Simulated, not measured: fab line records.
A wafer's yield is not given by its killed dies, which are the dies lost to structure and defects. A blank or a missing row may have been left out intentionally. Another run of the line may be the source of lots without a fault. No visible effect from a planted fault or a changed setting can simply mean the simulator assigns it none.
Which tool was responsible?    flow n5-finfet    Sampling: 6 lots, 18 wafers, 3 of 1938 route steps

WHAT THE GAUGES READ, wafer by wafer
N5_MOL_CONTACT_COAG_THK_MEAS_29.
lot   measured      on             MD_CAP_THK (nm)
L365  day 6 10:14   film-metro-01  18.03 17.86 17.98
L368  day 6 20:18   film-metro-02  17.97 18.01 17.89
L375  day 8 14:42   film-metro-01  17.89 17.94 17.85
L377  day 9 02:15   film-metro-02  17.70 17.78 17.90
L380  day 9 23:52   film-metro-01  17.87 17.91 17.84
L382  day 10 15:48  film-metro-02  17.78 17.98 17.89

EACH LOT AND THE TOOL THAT RAN IT (in order: tool; ch and the chambers of the sampled wafers; start)
lot   N5_MOL_CONTACT_COAG_ETCH_106        N5_MOL_CONTACT_COAG_CMP_28
L365  rie-diel-05 ch 0,2,3, day 6 00:32   cmp-02 ch 0,1,2, day 6 09:56
L368  rie-diel-04 ch 1,3, day 6 10:51     cmp-02 ch 0,1,2, day 6 20:01
L375  rie-diel-04 ch 1,2,3, day 8 05:19   cmp-02 ch 0,2,3, day 8 14:29
L377  rie-diel-06 ch 0,1,2, day 8 18:07   cmp-03 ch 0,2,3, day 9 01:57
L380  rie-diel-06 ch 0,1,2, day 9 11:47   cmp-03 ch 0,1,3, day 9 23:34
L382  rie-diel-05 ch 1,2,3, day 10 00:10  cmp-01 ch 0,2,3, day 10 15:30
- N5_MOL_CONTACT_COAG_ETCH_106: etches SOC in N2/H2, target depth 80 nm, overetch 16 nm, time 120 s.
- N5_MOL_CONTACT_COAG_CMP_28: polishes, stops on SiNx, t overpolish 0.85 s, target thk 14.522 nm.

THE ANSWER, worked out from the rows above alone
Rule: the lots themselves supply what counts as usual. Put in order of their means at a reading, lots are off if they are a third of the lots or fewer, leave a main group of 4 or more, and stand apart from it by a gap of 3 or more times the standard deviation of the main group's means; of several such gaps the widest counts. If all means in a main group match to the digits the tables above print for the reading, that group is not used. A lot without any number at a reading at which 4 lots or more have one is off too. Where the step has rows for the other lots, those lots are counted as sound.
Nothing can be told from this: no lot is off at any reading shown.

WHAT WAS PUT IN BY THE SIMULATOR
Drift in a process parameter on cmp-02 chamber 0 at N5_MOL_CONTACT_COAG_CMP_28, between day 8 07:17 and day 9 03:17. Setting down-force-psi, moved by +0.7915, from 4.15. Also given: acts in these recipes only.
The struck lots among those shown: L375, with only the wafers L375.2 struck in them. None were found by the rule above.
